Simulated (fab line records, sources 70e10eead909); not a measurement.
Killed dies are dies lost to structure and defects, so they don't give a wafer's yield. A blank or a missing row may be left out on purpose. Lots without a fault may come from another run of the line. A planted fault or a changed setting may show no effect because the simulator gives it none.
fab line records | flow nand_harc
record lots=5 wafers=15 last_day=31
route steps=1302 shown P_GATE@185
lots that met no fault: from a run of the same line without faults
start_h: hours from the record's first day to the start of the lot's first wafer shown | wait_h: hours since the lot's step before | " the same as in the row above | L1.1+2: a row that stands for several wafers | - no value, or no start given | * or withheld: withheld | < > ~ a bound
route shown NAME@n: a module of which the file shows steps, and the number in the route of the first | usual: mean/standard deviation of fault-free wafers | same: alike in all rows | chamber/n: place in a boat | sites: the reading at each site | _std_site: their standard deviation | _edge_site: outer sites' mean less inner sites' | radius_mm: how far each site lies from the wafer's centre | mask NAME#n: copy n | behind: the tool/chamber that last shaped the wafer | hold: why the lot was held/for how many hours/how that ended | device: the transistor (n, p or np) that didn't switch | end of line: the same wafers' tests at the end of the route | a step without rows: its recipe alone | killed: dies lost to structure and defects at the first sort, not the wafer's yield | map: a wafer's dies, x killed, . not, _ none there
set.NAME: the setting as run; set.NAME@STEP: as run at that earlier step | model.NAME: the simulator's own value behind a step, which no gauge read
lots at some steps of the route; a table a step, a row a wafer
services: from which hour (start_h, from the record's first day; less than 0 if before it) a tool's chamber was out of use, for how many hours, and why
## steps
# step NHARC_P_GATE_CD_MEAS_59
# recipe target_cd_nm=720 landing_energy_ev=500
# usual cd_nm=720.9/1.6
# same landing_energy_ev=500
# columns lot.wafer tool chamber start_h wait_h cd_nm
L697.2 cd_sem-02 0 126.88 - 720.8
L697.3 " 0 " " 718.4
L697.6 " 0 " " 717.8
L703.1 cd_sem-02 0 177.90 - 722.9
L703.4 " 0 " " 720.2
L703.5 " 0 " " 720.6
L706.3 cd_sem-02 0 205.08 - 720.4
L706.4 " 0 " " 721.7
L706.5 " 0 " " 720.7
L709.1 cd_sem-02 0 237.18 - 720.6
L709.3 " 0 " " 719.3
L709.6 " 0 " " 720.0
L715.2 cd_sem-02 0 296.16 - 718.6
L715.3 " 0 " " 719.6
L715.6 " 0 " " 718.5
# step NHARC_P_GATE_HARDBAKE_60
# recipe temp_c=125 time_s=80
# step NHARC_P_GATE_DESCUM_61
# recipe time_s=3 o2_flow_sccm=200 ar_flow_sccm=0 bias_power_w=0 chemistry=O2
# usual drypump_motor_current_A=5.8/0.52 o2_flow_sccm=200.1/0.63 oes_product_au=0.999/0.0098 rf_vpp_V=57.7/0.9 showerhead_plenum_p_Torr=1.92/0.094 throttle_valve_pct=11.311/0.009
# columns lot.wafer tool chamber start_h wait_h drypump_motor_current_A o2_flow_sccm oes_product_au rf_hours_counter_h rf_vpp_V showerhead_plenum_p_Torr throttle_valve_pct
L697.3 rie_diel-04 3 127.04 - 6.0 200.0 0.989 6.2 56.5 1.87 11.322
L697.2 " 1 " " 5.7 199.8 0.994 6.2 58.5 1.94 11.291
L697.6 " 0 " " 5.3 200.8 0.996 - 58.1 2.05 11.304
L703.1 rie_diel-13 0 178.06 - 5.9 199.8 1.024 0.5 56.6 1.84 11.310
L703.4 " 2 " " 5.5 199.7 0.999 0.7 58.5 1.92 11.303
L703.5 " 0 " " 5.9 200.6 1.010 - 57.2 1.84 11.311
L706.4 rie_diel-09 1 205.26 - 5.8 200.2 1.003 4.2 56.4 1.79 11.318
L706.3 " 2 " " 5.5 200.4 1.004 3.6 57.0 1.80 11.303
L706.5 " 0 " " 6.4 200.4 1.005 - 58.8 1.86 11.309
L709.1 rie_diel-13 0 237.35 - 5.9 200.6 1.006 3.7 57.8 1.84 11.309
L709.3 " 2 " " 5.5 200.5 1.011 3.6 58.4 1.92 11.314
L709.6 " 3 " " 4.9 201.0 1.003 - 58.6 2.01 11.299
L715.3 rie_diel-04 1 296.32 - 5.7 200.1 1.002 6.9 58.2 1.93 11.311
L715.2 " 3 " " 5.9 199.9 0.993 8.1 58.4 1.87 11.318
L715.6 " 2 " " 6.8 198.8 1.005 - 58.3 1.79 11.318
# step NHARC_P_GATE_IMPLANT_62
# recipe energy_kev=20 dose_cm2=3e+15 tilt_deg=7
# step NHARC_P_GATE_STRIP_112
# recipe power_w=1500 temp_c=110 time_s=200 chemistry=N2/H2
# usual drypump_motor_current_A=5.7/0.38 heater_power_w=91/10 rf_refl_power_W=13/4.4
# columns lot.wafer tool chamber start_h wait_h drypump_motor_current_A heater_power_w rf_hours_counter_h rf_refl_power_W
L697.2 plasma_asher-02 1 127.41 0.2 5.2 88 8 21
L697.3 " 1 " " 5.2 86 - 21
L697.6 " 0 " " 5.6 99 - 10
L703.1 plasma_asher-01 0 178.47 0.2 6.2 105 1 12
L703.4 " 1 " " 5.5 77 - 10
L703.5 " 0 " " 6.2 104 - 14
L706.4 plasma_asher-01 1 205.69 0.2 5.5 77 - 10
L706.3 " 0 " " 6.2 102 - 13
L706.5 " 1 " " 5.5 77 - 9
L709.1 plasma_asher-02 0 237.75 0.2 5.7 99 34 10
L709.3 " 0 " " 5.7 99 - 10
L709.6 " 1 " " 5.2 90 - 23
L715.2 plasma_asher-02 1 296.74 0.2 5.2 90 10 20
L715.3 " 1 " " 5.2 91 - 22
L715.6 " 0 " " 5.6 93 - 10
# step NHARC_P_GATE_STRIP_76
# recipe power_w=1500 temp_c=250 chemistry=O2
# usual drypump_motor_current_A=5.7/0.38 heater_power_w=342/38 rf_refl_power_W=13/4.4
# columns lot.wafer tool chamber start_h wait_h drypump_motor_current_A heater_power_w rf_hours_counter_h rf_refl_power_W
L697.2 plasma_asher-02 1 127.67 0.2 5.2 330 9 22
L697.3 " 1 " " 5.2 328 - 21
L697.6 " 0 " " 5.7 369 - 10
L703.1 plasma_asher-01 0 178.70 0.2 6.2 389 1 13
L703.4 " 1 " " 5.5 291 - 9
L703.5 " 0 " " 6.2 392 - 13
L706.4 plasma_asher-01 1 205.88 0.2 5.5 289 - 10
L706.3 " 0 " " 6.2 386 - 13
L706.5 " 1 " " 5.6 286 - 10
L709.1 plasma_asher-02 0 237.98 0.2 5.6 370 35 10
L709.3 " 0 " " 5.6 364 - 10
L709.6 " 1 " " 5.2 334 - 22
L715.2 plasma_asher-02 1 296.97 0.2 5.2 342 10 21
L715.3 " 1 " " 5.2 333 - 21
L715.6 " 0 " " 5.7 346 - 10
# step NHARC_P_GATE_STRIP_63
# recipe time_s=900 temp_c=130 chemistry=SPM
# step NHARC_P_GATE_DEHYDRATE_83
# recipe temp_c=150 time_s=120
# step NHARC_P_GATE_HMDS_84
# recipe time_s=30
# step NHARC_P_GATE_COAT_85
# recipe spin_rpm=3000
# step NHARC_P_GATE_SOFTBAKE_86
# recipe temp_c=122 time_s=95
# step NHARC_P_GATE_EBR_87
# step NHARC_P_GATE_EXPOSE_88
# recipe na=0.6 target_cd_nm=2000 dose_mj=11.87 mask_id=P_HVN
# same na=0.6
# columns lot.wafer tool chamber start_h wait_h mask
L697.2+3+6 krf_scanner-04 0 128.44 - P_HVN#0
L703.1+4+5 krf_scanner-03 0 179.45 - P_HVN#0
L706.3+4+5 krf_scanner-03 0 206.51 - P_PSD#0
L709.1+3+6 krf_scanner-04 0 238.60 - P_HVN#0
L715.2+3+6 krf_scanner-02 0 297.60 - P_HVN#0
# step NHARC_P_GATE_PEB_89
# recipe peb_temp_c=118 peb_time_s=85
# step NHARC_P_GATE_DEVELOP_90
# recipe time_s=70
# step NHARC_P_GATE_CD_MEAS_91
# recipe target_cd_nm=2000 landing_energy_ev=500
# usual cd_nm=2000.3/1.7
# same landing_energy_ev=500
# columns lot.wafer tool chamber start_h wait_h cd_nm
L697.2 cd_sem-02 0 128.60 - 2000.3
L697.3 " 0 " " 2002.1
L697.6 " 0 " " 2003.5
L703.1 cd_sem-02 0 179.60 - 2001.2
L703.4 " 0 " " 2001.9
L703.5 " 0 " " 1999.8
L706.3 cd_sem-02 0 206.66 - -
L706.4 " 0 " " -
L706.5 " 0 " " -
L709.1 cd_sem-02 0 238.76 - 1998.9
L709.3 " 0 " " 1999.8
L709.6 " 0 " " 2000.9
L715.2 cd_sem-02 0 297.76 - 1997.9
L715.3 " 0 " " 2000.5
L715.6 " 0 " " 1998.0
# step NHARC_P_GATE_HARDBAKE_92
# recipe temp_c=125 time_s=80
## services
# columns tool chamber start_h hours kind
rie_diel-04 2 109.66 6.8 repair
krf_scanner-02 - 125.07 0.7 repair
rie_diel-13 0 137.45 3.9 repair
rie_diel-09 - 143.13 9.0 pm
krf_scanner-02 - 155.64 1.2 repair
rie_diel-13 3 155.95 2.7 repair
rie_diel-13 2 158.24 3.8 repair
krf_scanner-03 - 161.55 1.0 repair
plasma_asher-01 - 165.00 9.0 pm
rie_diel-13 - 165.41 9.0 pm
rie_diel-04 - 177.97 9.0 pm
krf_scanner-04 - 182.00 4.0 pm
rie_diel-09 - 182.81 0.9 repair
plasma_asher-01 - 216.48 0.8 repair
krf_scanner-03 - 224.00 4.0 pm
rie_diel-09 0 227.22 16.6 repair
rie_diel-09 2 227.75 3.5 repair
krf_scanner-02 - 236.71 1.9 repair
plasma_asher-02 - 249.08 9.0 pm
plasma_asher-02 0 249.08 9.0 vent_cycle
plasma_asher-02 1 249.08 9.0 vent_cycle
krf_scanner-02 - 254.01 0.1 repair
plasma_asher-02 0 258.08 - clean
krf_scanner-02 - 266.00 4.0 pm
## key
first_sign step=NHARC_P_GATE_EXPOSE_88 reading=mask direction=changed
effect step=NHARC_P_GATE_CD_MEAS_91 reading=cd_nm direction=missing
met_at NHARC_P_GATE_EXPOSE_88
struck_wafers L706.3,L706.4,L706.5
later_rows_left_out L706.3,L706.4,L706.5
sort_left_out L706.3,L706.4,L706.5
tester_left_out L706
onset_between 179.45 206.51
fault kind=wrong_mask tool=any chamber=- onset_h=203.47 steps=NHARC_P_GATE_EXPOSE_88 aux_copy=P_PSD#0 scope=struck_lots_only
# tester_left_out: of these lots the tester's yield and bins aren't shown, on N5 and GAA mostly nor the transistor test; their killed dies are dies lost to structure and defects alone, not to doping, threshold or leakage, so they don't give the yield
# sort_left_out: the simulated sort isn't trusted on such a fault, so these wafers' sort isn't shown, and their yield isn't known
# later_rows_left_out: the simulator's readings of these wafers behind a module that went badly wrong aren't trusted and aren't shown, but for the sort
